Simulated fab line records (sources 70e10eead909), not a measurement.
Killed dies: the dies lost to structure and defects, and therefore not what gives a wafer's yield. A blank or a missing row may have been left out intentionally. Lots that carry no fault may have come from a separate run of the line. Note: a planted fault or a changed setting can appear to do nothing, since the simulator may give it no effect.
Chamber matching -- flow nand-harc -- NHARC_P_M2_ETCH_35 on rie-diel-11 has 4 sister chambers
The step etches the open film in N2/H2, target depth 40 nm, overetch 12 nm, time 43.94 s. 18 wafers are shown with their chamber, then 9 later ones without.

EACH WAFER AND ITS CHAMBER
wafer,chamber,drypump-motor-current-A (A),rf-vpp-V (V),oes-product-au (a.u.)
L907.2,2,5.6,428.1,1.014
L907.3,3,6.2,434.8,0.986
L907.4,1,5.5,429.9,1.013
L908.3,2,5.6,427.9,1.018
L908.4,0,5.6,425.8,1.003
L908.6,3,6.1,434.4,0.992
L912.1,1,5.5,431.0,1.026
L912.2,3,6.1,433.7,0.995
L912.6,2,5.6,427.6,1.011
L915.2,1,5.5,429.8,1.017
L915.3,0,5.6,427.4,0.999
L915.6,1,5.5,430.2,1.023
L920.1,2,5.6,426.3,0.999
L920.3,1,5.5,429.9,1.021
L920.4,3,6.1,435.5,0.996
L923.4,2,5.6,427.1,0.996
L923.5,0,5.6,425.2,1.004
L923.6,1,5.5,430.0,1.013

SIGNATURES (means of the wafers above)
reading,chamber 0,chamber 1,chamber 2,chamber 3,scatter within a chamber
drypump-motor-current-A,5.600,5.500,5.600,6.125,0.0231
rf-vpp-V,426.133,430.133,427.400,434.600,0.725
oes-product-au,1.00200,1.01883,1.00760,0.99225,0.00649
Rule: a wafer's distance from a chamber is the root of the sum, over the readings, of the square of ((its reading less the chamber's mean) divided by the reading's scatter). If the next closest chamber is less than 2 further off than the closest, the wafer can't be placed; otherwise it belongs to the closest. The scatter: the root of (the sum of the squares of (reading less its chamber's mean) over the shown wafers, divided by (wafers less chambers)).

WAFERS WHOSE CHAMBER IS MISSING
wafer,drypump-motor-current-A (A),rf-vpp-V (V),oes-product-au (a.u.)
L924.1,6.1,434.1,0.994
L924.3,5.5,430.2,1.017
L924.4,5.6,427.7,0.996
L929.3,5.6,426.4,0.998
L929.4,5.5,429.5,1.004
L929.6,5.6,427.6,0.987
L930.1,5.5,431.3,1.001
L930.2,5.6,428.1,0.997
L930.4,5.6,426.0,1.001

CHAMBER TAKEN BY EACH
wafer,from the rows above,in truth
L924.1,3,3
L924.3,1,1
L924.4,can't be placed: 2 or 0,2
L929.3,can't be placed: 0 or 2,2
L929.4,1,1
L929.6,can't be placed: 0 or 2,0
L930.1,1,1
L930.2,can't be placed: 2 or 0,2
L930.4,can't be placed: 0 or 2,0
Correctly placed: 4 of 9. These rows do not allow placing 5 (true chamber among the candidates in 5). Wrongly placed: 0.
